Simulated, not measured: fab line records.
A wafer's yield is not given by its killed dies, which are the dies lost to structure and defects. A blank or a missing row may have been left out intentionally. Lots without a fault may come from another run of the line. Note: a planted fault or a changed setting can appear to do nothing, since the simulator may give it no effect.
fab line records	flow nand-harc
[record] lots = 15	wafers = 45	last-day = 34
route steps=1302 shown A_CONTACT@1024
lots untouched by any fault: they come from a run of this same line in which no faults occurred
start-h: the number of hours between the record's first day and the start of the first shown wafer of the lot	wait-h: hours elapsed since this lot's preceding step	" as in the row above	L1.1+2: a single row standing in for several wafers	- no value present, or no start provided	* or withheld: withheld	< > ~ a bound
route shown NAME@n: NAME is a module with steps in the file, n the number in the route of the first one	usual: mean/standard deviation taken from wafers without a fault	same: alike in all rows	chamber/n: place in a boat	sites: readings site by site	_std_site: standard deviation of those values	_edge_site: inner sites' mean taken away from outer sites' mean	radius-mm: for every site, how far away it sits from the centre of the wafer	mask NAME#n: copy n	behind: tool/chamber where the wafer was last shaped	hold: why the lot was held/for how many hours/how that ended	device: the transistor (n, p or np) that didn't switch	end of line: the tests these same wafers got at the end of their route	a step given without rows: its recipe and nothing more	killed: dies lost to structure and defects at the first sort, not the wafer's yield	map: dies across one wafer; x = killed, . = not, _ = none there
set.NAME: the run value of the setting; set.NAME@STEP: its run value at that earlier step	model.NAME: the simulator's own value behind a step, which no gauge read
the route's steps for a sample of lots (tables are steps, rows are wafers)
services: from which hour (start-h, from the record's first day; less than 0 if before it) a tool's chamber was out of use, for how many hours, and why
[[steps]]
[step NHARC_A_CONTACT_ETCH_102]
[recipe] target-depth-a = 1000	overetch-a = 100	time-s = 55	ion-energy-ev = 100	cf4-flow-sccm = 80	o2-flow-sccm = 20	ar-flow-sccm = 0	rf-w = 300	bias-w = 100	chemistry = CF4/O2
[usual] drypump-motor-current-A = 5.7/0.43	oes-product-au = 0.997/0.0099	rf-vpp-V = 197.9/1.5	showerhead-plenum-p-Torr = 1.34/0.061	throttle-valve-pct = 13.398/0.0086
lot.wafer	tool	chamber	start-h	wait-h	drypump-motor-current-A	oes-product-au	rf-hours-counter-h	rf-vpp-V	showerhead-plenum-p-Torr	throttle-valve-pct
L616.4	rie-diel-03	2	518.29	0.1	6.3	1.000	7	199.2	1.37	13.396
L616.5	"	2	"	"	6.2	0.997	-	198.0	1.37	13.387
L616.6	"	3	"	"	5.9	0.990	-	200.2	1.40	13.410
L613.4	rie-diel-03	2	521.16	0.1	6.2	1.004	7	199.1	1.37	13.412
L613.1	"	3	"	"	5.9	0.983	6	197.8	1.40	13.407
L613.6	"	1	"	"	6.2	1.004	-	199.1	1.28	13.401
L614.2	rie-diel-02	0	525.06	0.1	5.2	1.005	28	200.0	1.37	13.399
L614.6	"	0	"	"	5.2	1.011	-	196.8	1.37	13.403
L614.5	"	1	"	"	5.2	1.001	-	200.0	1.41	13.403
L617.3	rie-diel-02	0	544.42	0.1	5.3	1.005	33	198.9	1.37	13.388
L617.5	"	1	"	"	5.2	1.012	-	198.4	1.41	13.390
L617.6	"	3	"	"	5.2	0.975	-	197.4	1.41	13.397
L620.2	rie-diel-03	2	556.96	0.1	6.2	1.002	15	199.5	1.37	13.408
L620.6	"	0	"	"	5.5	0.994	-	195.8	1.27	13.391
L620.5	"	1	"	"	6.2	1.004	-	196.8	1.28	13.405
L621.4	rie-diel-02	2	589.70	0.1	6.0	0.990	3	197.2	1.31	13.396
L621.2	"	3	"	"	5.2	0.989	3	199.9	1.41	13.400
L621.1	"	1	"	"	5.3	0.994	2	199.2	1.41	13.414
L624.1	rie-diel-03	1	610.35	0.1	6.2	1.008	23	196.9	1.28	13.405
L624.4	"	2	"	"	6.2	1.005	23	199.2	1.37	13.375
L624.3	"	3	"	"	5.9	0.987	22	201.1	1.40	13.379
L627.1	rie-diel-10	1	641.93	0.1	5.9	0.987	16	199.1	1.44	13.403
L627.6	"	3	"	"	5.0	0.993	-	194.5	1.27	13.405
L627.5	"	0	"	"	6.0	0.990	-	199.8	1.41	13.404
L629.1	rie-diel-10	3	676.58	0.1	5.0	1.001	19	195.1	1.27	13.391
L629.4	"	2	"	"	4.8	1.021	20	197.7	1.27	13.405
L629.5	"	3	"	"	5.0	0.988	-	195.8	1.27	13.404
L631.4	rie-diel-03	3	685.12	0.1	5.9	0.985	8	198.3	1.40	13.405
L631.1	"	1	"	"	6.2	1.011	6	195.0	1.27	13.375
L631.3	"	2	"	"	6.2	1.005	6	198.4	1.36	13.388
L632.4	rie-diel-03	3	691.52	0.1	5.9	0.976	9	198.9	1.40	13.397
L632.2	"	0	"	"	5.5	0.987	8	197.4	1.26	13.399
L632.1	"	1	"	"	6.2	1.000	7	195.6	1.27	13.398
L633.2	rie-diel-03	3	693.60	0.1	5.9	0.987	10	198.5	1.40	13.403
L633.1	"	0	"	"	5.6	0.993	9	195.8	1.26	13.394
L633.5	"	3	"	"	5.9	0.993	-	200.5	1.40	13.416
L634.4	rie-diel-03	0	719.78	0.0	5.5	0.998	15	195.8	1.26	13.407
L634.3	"	1	"	"	6.2	1.001	15	195.5	1.27	13.400
L634.6	"	1	"	"	6.1	1.012	-	196.9	1.27	13.394
L636.2	rie-diel-03	2	723.66	0.1	6.3	1.013	14	197.6	1.36	13.397
L636.6	"	0	"	"	5.6	0.988	-	194.7	1.26	13.387
L636.5	"	1	"	"	6.2	1.008	-	197.7	1.27	13.400
L635.2	rie-diel-10	2	735.82	0.1	4.8	1.018	41	195.4	1.26	13.397
L635.1	"	0	"	"	5.9	0.988	37	199.8	1.41	13.399
L635.6	"	0	"	"	6.0	0.991	-	199.9	1.41	13.399
[step NHARC_A_CONTACT_DEVELOP_68]
[recipe] develop-time-s = 35	dev-temp-c = 23
[usual] chill-plate-temp-C = 22.97/0.097	develop-time-s = 35/0
lot.wafer	tool	chamber	start-h	wait-h	chill-plate-temp-C	develop-time-s
L616.4	litho-track-06	0	522	-	22.93	35
L616.5	"	0	"	"	22.97	35
L616.6	"	0	"	"	22.97	35
L613.1	litho-track-04	0	526	-	22.86	35
L613.4	"	0	"	"	23.01	35
L613.6	"	0	"	"	22.85	35
L614.2	litho-track-01	0	529	-	23.01	35
L614.5	"	0	"	"	22.94	35
L614.6	"	0	"	"	23.00	35
L617.3	litho-track-04	0	549	-	22.84	35
L617.5	"	0	"	"	23.00	35
L617.6	"	0	"	"	23.00	35
L620.2	litho-track-06	0	566	-	22.93	35
L620.5	"	0	"	"	23.02	35
L620.6	"	0	"	"	22.88	35
L621.1	litho-track-01	0	594	-	23.07	35
L621.2	"	0	"	"	23.01	35
L621.4	"	0	"	"	22.98	35
L624.1	litho-track-04	0	617	-	22.92	35
L624.3	"	0	"	"	22.78	35
L624.4	"	0	"	"	22.91	35
L627.1	litho-track-06	-	649	-	-	-
L627.5	"	-	"	"	-	-
L627.6	"	-	"	"	-	-
L629.1	litho-track-06	-	684	-	-	-
L629.4	"	-	"	"	-	-
L629.5	"	-	"	"	-	-
L631.1	litho-track-04	-	691	-	-	-
L631.3	"	-	"	"	-	-
L631.4	"	-	"	"	-	-
L632.1	litho-track-04	0	695	-	22.90	35
L632.2	"	0	"	"	22.95	35
L632.4	"	0	"	"	23.04	35
L633.1	litho-track-01	0	698	-	22.94	35
L633.2	"	0	"	"	23.01	35
L633.5	"	0	"	"	22.93	35
L634.3	litho-track-01	0	724	-	23.08	35
L634.4	"	0	"	"	22.99	35
L634.6	"	0	"	"	23.02	35
L636.2	litho-track-06	0	729	-	23.15	35
L636.5	"	0	"	"	22.76	35
L636.6	"	0	"	"	23.06	35
L635.1	litho-track-01	0	747	-	22.99	35
L635.2	"	0	"	"	22.93	35
L635.6	"	0	"	"	23.06	35
[step NHARC_A_CONTACT_ETCH_75]
[recipe] target-depth-a = 390	over-etch-frac = 0.3	time-s = 65	ion-energy-ev = 80	cf4-flow-sccm = 150	ar-flow-sccm = 0	rf-w = 300	bias-w = 100	chemistry = CF4
[usual] drypump-motor-current-A = 5.7/0.44	oes-product-au = 0.997/0.012	rf-vpp-V = 151.4/1.3	showerhead-plenum-p-Torr = 1.78/0.077	throttle-valve-pct = 13.284/0.009
lot.wafer	tool	chamber	start-h	wait-h	drypump-motor-current-A	oes-product-au	rf-hours-counter-h	rf-vpp-V	showerhead-plenum-p-Torr	throttle-valve-pct
L616.4	rie-diel-03	3	523.76	0.6	5.9	0.992	7	151.5	1.86	13.283
L616.5	"	2	"	"	6.3	0.996	-	151.8	1.81	13.289
L616.6	"	3	"	"	5.9	0.987	-	152.1	1.86	13.273
L613.4	rie-diel-03	0	526.86	0.1	5.5	0.995	9	150.3	1.69	13.297
L613.1	"	1	"	"	6.1	0.999	10	150.2	1.70	13.287
L613.6	"	3	"	"	5.9	0.998	-	153.2	1.86	13.274
L614.2	rie-diel-03	3	530.04	0.1	5.9	0.983	9	152.8	1.86	13.287
L614.5	"	1	"	"	6.2	1.005	-	150.5	1.70	13.288
L614.6	"	2	"	"	6.2	0.999	-	152.0	1.81	13.283
L617.3	rie-diel-03	3	549.73	0.1	5.9	0.988	12	152.5	1.85	13.275
L617.5	"	3	"	"	5.9	0.983	-	153.3	1.85	13.284
L617.6	"	0	"	"	5.6	0.990	-	149.2	1.68	13.280
L620.2	rie-diel-10	1	566.48	0.1	5.9	1.015	48	149.8	1.65	13.277
L620.5	"	1	"	"	5.9	1.017	-	149.7	1.65	13.259
L620.6	"	2	"	"	4.8	1.019	-	150.8	1.69	13.300
L621.4	rie-diel-02	1	594.63	0.1	5.2	0.990	3	152.5	1.86	13.283
L621.1	"	2	"	"	6.0	0.996	3	152.1	1.73	13.288
L621.2	"	3	"	"	5.2	0.988	3	153.2	1.86	13.290
L624.1	rie-diel-02	2	617.87	0.1	6.0	1.000	14	151.6	1.73	13.296
L624.3	"	0	"	"	5.3	1.006	11	152.8	1.80	13.283
L624.4	"	1	"	"	5.2	0.990	14	151.9	1.86	13.279
L627.1	rie-diel-03	0	654.89	0.1	5.6	0.982	1	150.6	1.68	13.281
L627.5	"	3	"	"	5.9	0.976	-	152.8	1.85	13.285
L627.6	"	0	"	"	5.6	0.996	-	150.9	1.68	13.288
L629.4	rie-diel-02	1	686.19	0.1	5.2	0.993	41	153.4	1.85	13.287
L629.1	"	3	"	"	5.2	0.986	32	153.8	1.85	13.291
L629.5	"	1	"	"	5.2	0.999	-	151.8	1.85	13.280
L631.1	rie-diel-03	0	694.20	0.1	5.6	0.982	8	150.2	1.68	13.283
L631.4	"	1	"	"	6.2	1.002	7	149.8	1.69	13.294
L631.3	"	2	"	"	6.2	1.003	8	152.4	1.80	13.287
L632.4	rie-diel-02	2	696.27	0.1	6.0	0.989	41	150.4	1.72	13.288
L632.1	"	0	"	"	5.2	1.004	43	151.6	1.79	13.287
L632.2	"	1	"	"	5.3	1.000	47	152.5	1.85	13.291
L633.2	rie-diel-03	2	698.42	0.1	6.2	1.005	9	152.2	1.80	13.273
L633.1	"	0	"	"	5.5	0.996	9	150.3	1.68	13.288
L633.5	"	2	"	"	6.2	1.009	-	149.9	1.80	13.289
L634.3	rie-diel-02	0	724.54	0.1	5.2	1.019	56	152.0	1.79	13.302
L634.4	"	1	"	"	5.2	0.998	57	152.3	1.84	13.282
L634.6	"	2	"	"	6.0	1.003	-	149.9	1.72	13.287
L636.2	rie-diel-03	3	729.77	0.1	5.9	0.990	15	151.0	1.85	13.276
L636.6	"	1	"	"	6.2	1.003	-	150.2	1.69	13.293
L636.5	"	2	"	"	6.2	0.997	-	153.4	1.80	13.292
L635.1	rie-diel-10	1	747.99	0.1	5.9	0.985	52	152.3	1.89	13.281
L635.2	"	3	"	"	5.0	0.992	43	150.0	1.68	13.292
L635.6	"	2	"	"	4.8	1.005	-	149.4	1.68	13.280
[step NHARC_A_CONTACT_ETCH_76]
[recipe] target-depth-a = 2600	over-etch-frac = 0.3	time-s = 475.3	ion-energy-ev = 200	n2-flow-sccm = 150	h2-flow-sccm = 150	ar-flow-sccm = 0	rf-w = 400	bias-w = 150	chemistry = N2/H2
[usual] drypump-motor-current-A = 5.7/0.43	oes-product-au = 0.998/0.0097	rf-vpp-V = 431.2/2.9	showerhead-plenum-p-Torr = 2.06/0.097	throttle-valve-pct = 14.171/0.01
lot.wafer	tool	chamber	start-h	wait-h	drypump-motor-current-A	oes-product-au	rf-hours-counter-h	rf-vpp-V	showerhead-plenum-p-Torr	throttle-valve-pct
L616.4	rie-diel-03	3	-	-	5.9	0.986	7	433.1	2.15	14.179
L616.5	"	0	"	"	5.6	0.985	-	428.2	1.93	14.171
L616.6	"	1	"	"	6.2	1.002	-	429.0	1.95	14.169
L613.4	rie-diel-03	0	-	-	5.6	0.995	9	428.1	1.93	14.173
L613.1	"	1	"	"	6.2	1.004	10	428.3	1.95	14.160
L613.6	"	3	"	"	5.9	0.993	-	432.8	2.15	14.147
L614.2	rie-diel-03	0	-	-	5.6	0.992	10	427.1	1.93	14.163
L614.5	"	2	"	"	6.2	1.001	-	432.4	2.09	14.168
L614.6	"	3	"	"	5.9	0.989	-	433.1	2.15	14.173
L617.3	rie-diel-03	3	-	-	5.9	0.989	12	434.2	2.15	14.148
L617.5	"	1	"	"	6.2	1.011	-	429.4	1.95	14.173
L617.6	"	2	"	"	6.2	1.003	-	433.2	2.09	14.165
L620.2	rie-diel-10	3	-	-	5.0	0.988	44	428.7	1.94	14.184
L620.5	"	0	"	"	6.0	1.013	-	435.9	2.18	14.181
L620.6	"	1	"	"	5.9	1.015	-	426.5	1.88	14.173
L621.2	rie-diel-02	0	-	-	5.3	1.010	3	433.1	2.08	14.171
L621.1	"	1	"	"	5.3	0.997	3	433.1	2.16	14.169
L621.4	"	3	"	"	5.2	0.989	3	434.4	2.16	14.167
L624.4	rie-diel-02	2	-	-	6.0	0.996	14	431.3	1.99	14.161
L624.1	"	3	"	"	5.2	0.989	11	434.2	2.16	14.184
L624.3	"	0	"	"	5.3	1.009	11	429.2	2.08	14.176
L627.1	rie-diel-03	3	-	-	5.9	0.986	1	433.2	2.14	14.191
L627.6	"	2	"	"	6.2	1.001	-	431.6	2.09	14.186
L627.5	"	3	"	"	5.9	0.984	-	432.9	2.14	14.173
L629.4	rie-diel-02	1	-	-	5.2	1.008	41	434.0	2.14	14.168
L629.1	"	2	"	"	5.9	0.998	35	430.4	1.99	14.177
L629.5	"	2	"	"	6.0	1.019	-	427.4	1.99	14.171
L631.1	rie-diel-03	3	-	-	5.9	0.985	9	434.5	2.14	14.174
L631.3	"	0	"	"	5.6	0.995	8	428.9	1.92	14.180
L631.4	"	1	"	"	6.2	1.015	7	427.3	1.94	14.164
L632.1	rie-diel-02	1	-	-	5.2	1.001	47	431.5	2.14	14.171
L632.4	"	3	"	"	5.2	0.992	37	432.6	2.15	14.169
L632.2	"	0	"	"	5.2	1.004	43	432.5	2.07	14.191
L633.2	rie-diel-03	0	-	-	5.6	0.990	9	427.6	1.92	14.164
L633.1	"	1	"	"	6.2	1.011	9	427.9	1.94	14.174
L633.5	"	1	"	"	6.2	1.012	-	426.3	1.94	14.166
L634.3	rie-diel-02	3	-	-	5.2	0.980	50	433.3	2.14	14.178
L634.4	"	1	"	"	5.2	1.000	57	434.3	2.14	14.160
L634.6	"	3	"	"	5.2	0.992	-	433.3	2.14	14.179
L636.2	rie-diel-03	1	-	-	6.2	1.008	15	426.4	1.94	14.173
L636.6	"	2	"	"	6.2	1.001	-	430.7	2.08	14.186
L636.5	"	3	"	"	5.9	0.990	-	433.6	2.14	14.154
L635.2	rie-diel-10	3	-	-	5.0	0.996	43	428.3	1.93	14.187
L635.1	"	0	"	"	6.0	0.993	41	432.3	2.16	14.176
L635.6	"	1	"	"	6.0	0.992	-	434.6	2.20	14.162
[[services]]
tool	chamber	start-h	hours	kind
rie-diel-02	1	500.29	7.4	repair
rie-diel-02	2	503.14	1.3	repair
litho-track-01	-	505.00	7.0	pm
rie-diel-03	0	516.30	-	clean
rie-diel-03	1	516.30	-	clean
rie-diel-03	2	516.30	-	clean
litho-track-06	-	529.00	7.0	pm
rie-diel-02	0	539.74	2.6	repair
rie-diel-02	2	541.20	28.6	repair
litho-track-04	-	553.00	7.0	pm
rie-diel-02	-	559.32	0.6	repair
rie-diel-02	-	571.69	9.0	pm
rie-diel-10	3	581.32	4.8	repair
rie-diel-02	-	592.64	0.9	repair
rie-diel-10	-	597.51	9.0	pm
rie-diel-10	2	615.70	9.7	repair
rie-diel-03	-	635.38	9.0	pm
litho-track-01	-	680.00	7.0	pm
rie-diel-10	0	680.91	15.6	repair
rie-diel-10	2	700.05	4.2	repair
litho-track-06	-	704.00	7.0	pm
litho-track-04	-	728.00	7.0	pm
rie-diel-10	3	733.19	3.4	repair
rie-diel-03	1	741.51	21.3	repair
[[key]]
[first-sign] step = NHARC_A_CONTACT_DEVELOP_68	reading = tool-record	direction = missing
effect none on later readings
met-at NHARC_A_CONTACT_DEVELOP_68
struck-lots L627,L629,L631
later-rows-left-out L627.1,L627.5,L627.6,L629.1,L629.4,L629.5,L631.1,L631.3,L631.4
sort-left-out L627.1,L627.5,L627.6,L629.1,L629.4,L629.5,L631.1,L631.3,L631.4
tester-left-out L627,L629,L631
not-acting-at NHARC_A_CONTACT_ETCH_102,NHARC_A_CONTACT_ETCH_75,NHARC_A_CONTACT_ETCH_76
onset-between 617 649
[fault] kind = skipped-step-whole	tool = litho-track-04,litho-track-06	chamber = -	onset-h = 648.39	steps = NHARC_A_CONTACT_DEVELOP_68	scope = struck-lots-only
// tester-left-out: of these lots the tester's yield and bins aren't shown, on N5 and GAA mostly nor the transistor test; their killed dies are dies lost to structure and defects alone, not to doping, threshold or leakage, so they don't give the yield
// sort-left-out: the simulated sort isn't trusted on such a fault, so these wafers' sort isn't shown, and their yield isn't known
// later-rows-left-out: the simulator's readings of these wafers behind a module that went badly wrong aren't trusted and aren't shown, but for the sort
